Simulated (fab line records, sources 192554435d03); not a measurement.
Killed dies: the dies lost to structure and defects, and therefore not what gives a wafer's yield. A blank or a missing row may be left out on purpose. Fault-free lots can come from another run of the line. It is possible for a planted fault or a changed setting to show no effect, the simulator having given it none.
Lot-split experiment + flow n5Finfet + 39 wafers read from 7 lots, route of 1938 steps

SPLIT DETAILS
At N5_BEOL_M15_ILD_DEP_00 (deposits SiO2 from TEOS/O2, target thk 1629.3 nm, time 346.1 s), the setting timeS was moved away from the recipe's 346.1 s on 15 of the 39 wafers read, by -57.2% to +52.3%. This setting was run at the recipe's value on the other wafers.

No step appears in the file between the split and the reading.

THE READING
M15_ILD_THK at N5_BEOL_M15_THK_MEAS_01, in nm. A value of 1627 nm with a standard deviation of 22 nm is what fault-free wafers of this fab line usually give.

| wafer  | tool, chamber at the split | timeS as run, s | against the recipe | M15_ILD_THK, nm | against lot-mates on the recipe |
|--------|----------------------------|-----------------|--------------------|-----------------|---------------------------------|
| L074.1 | pecvd-01, 1                | 346.1           | recipe             | 1617            | -                               |
| L074.2 | pecvd-01, 0                | 346.1           | recipe             | 1584            | -                               |
| L074.3 | pecvd-01, 2                | 346.1           | recipe             | 1611            | -                               |
| L074.4 | pecvd-01, 2                | 471.1           | +36.1%             | 2236            | +632                            |
| L074.5 | pecvd-01, 0                | 471.1           | +36.1%             | 2195            | +591                            |
| L074.6 | pecvd-01, 1                | 471.1           | +36.1%             | 2216            | +612                            |
| L076.1 | pecvd-03, 2                | 346.1           | recipe             | 1598            | -                               |
| L076.2 | pecvd-03, 0                | 346.1           | recipe             | 1627            | -                               |
| L076.3 | pecvd-03, 1                | 527.2           | +52.3%             | 2460            | +839                            |
| L076.4 | pecvd-03, 2                | 527.2           | +52.3%             | 2487            | +866                            |
| L076.5 | pecvd-03, 0                | 527.2           | +52.3%             | 2528            | +907                            |
| L076.6 | pecvd-03, 1                | 346.1           | recipe             | 1639            | -                               |
| L085.1 | pecvd-01, 1                | 346.1           | recipe             | 1590            | -                               |
| L085.2 | pecvd-01, 2                | 346.1           | recipe             | 1635            | -                               |
| L085.3 | pecvd-01, 0                | 346.1           | recipe             | 1624            | -                               |
| L088.1 | pecvd-02, 0                | 346.1           | recipe             | 1618            | -                               |
| L088.2 | pecvd-02, 1                | 346.1           | recipe             | 1627            | -                               |
| L088.3 | pecvd-02, 2                | 346.1           | recipe             | 1602            | -                               |
| L088.4 | pecvd-02, 2                | 346.1           | recipe             | 1634            | -                               |
| L088.5 | pecvd-02, 1                | 346.1           | recipe             | 1662            | -                               |
| L088.6 | pecvd-02, 0                | 346.1           | recipe             | 1629            | -                               |
| L095.1 | pecvd-02, 0                | 148.3           | -57.2%             | 690             | -925                            |
| L095.2 | pecvd-02, 1                | 148.3           | -57.2%             | 685             | -930                            |
| L095.3 | pecvd-02, 2                | 346.1           | recipe             | 1600            | -                               |
| L095.4 | pecvd-02, 0                | 346.1           | recipe             | 1624            | -                               |
| L095.5 | pecvd-02, 2                | 346.1           | recipe             | 1621            | -                               |
| L095.6 | pecvd-02, 1                | 148.3           | -57.2%             | 703             | -912                            |
| L096.1 | pecvd-02, 1                | 260.2           | -24.8%             | 1232            | -404                            |
| L096.2 | pecvd-02, 0                | 260.2           | -24.8%             | 1215            | -421                            |
| L096.3 | pecvd-02, 2                | 346.1           | recipe             | 1624            | -                               |
| L096.4 | pecvd-02, 2                | 346.1           | recipe             | 1647            | -                               |
| L096.5 | pecvd-02, 0                | 346.1           | recipe             | 1638            | -                               |
| L096.6 | pecvd-02, 1                | 260.2           | -24.8%             | 1256            | -380                            |
| L097.1 | pecvd-02, 1                | 346.1           | recipe             | 1625            | -                               |
| L097.2 | pecvd-02, 0                | 487.9           | +41.0%             | 2280            | +660                            |
| L097.3 | pecvd-02, 2                | 346.1           | recipe             | 1616            | -                               |
| L097.4 | pecvd-02, 2                | 346.1           | recipe             | 1619            | -                               |
| L097.5 | pecvd-02, 0                | 487.9           | +41.0%             | 2302            | +682                            |
| L097.6 | pecvd-02, 1                | 487.9           | +41.0%             | 2315            | +695                            |

THE FIT
A straight line over all 39 wafers: M15_ILD_THK changes by +16.4 nm for each +1% of timeS; r = +1.00; the points scatter about the line by 19 nm.
The same after taking each lot's own level away (the mean of its wafers on the recipe; 39 wafers): +16.4 nm for each +1%; r = +1.00; scatter 18 nm.
The reading moves by 9.4e+02 nm for the largest change in timeS, on that fit.
Measured against the standard deviation above, the lots' own levels, which go from 1604.0 to 1636.3 nm, span 1.5 times it.
The two slopes are in agreement: the lot-to-lot level therefore moves the slope only a little.
Check: with one of the wafers moved furthest among these (-57.2%) left out of the fit, the line predicts -938 nm for it against its lot-mates. Against them it came out at -925 nm.

THE WHOLE CHAIN: every reading that the file lists as answering this split, in the file's order
| step                    | what it does                                                   | reading                                                                            | change (the file's fit)              | r (the file's) |
|-------------------------|----------------------------------------------------------------|------------------------------------------------------------------------------------|--------------------------------------|----------------|
| N5_BEOL_M15_ILD_DEP_00  | deposits SiO2 from TEOS/O2, target thk 1629.3 nm, time 346.1 s | SiO2_of_BEOL_M15_ILD_DEP_00.thkNm (the simulator's own value, which no gauge read) | +16.5 nm for each +1% of the setting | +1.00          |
| N5_BEOL_M15_THK_MEAS_01 |                                                                | M15_ILD_THK                                                                        | +16.5 for each +1% of the setting    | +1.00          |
| N5_BEOL_M15_VIA_ETCH_16 | etches SiO2 in C4F8/O2/Ar, target depth 1792.2 nm              | etch.depthNm (the simulator's own value, which no gauge read)                      | +16.5 nm for each +1% of the setting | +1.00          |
| N5_BEOL_M15_VIA_ETCH_16 | etches SiO2 in C4F8/O2/Ar, target depth 1792.2 nm              | coat_of_BEOL_M15_COAT_04.thkNm (the simulator's own value, which no gauge read)    | -3.84 nm for each +1% of the setting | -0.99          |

FILE'S OWN FIT
M15_ILD_THK changes by +16.5 nm for each +1% of timeS, r = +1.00.
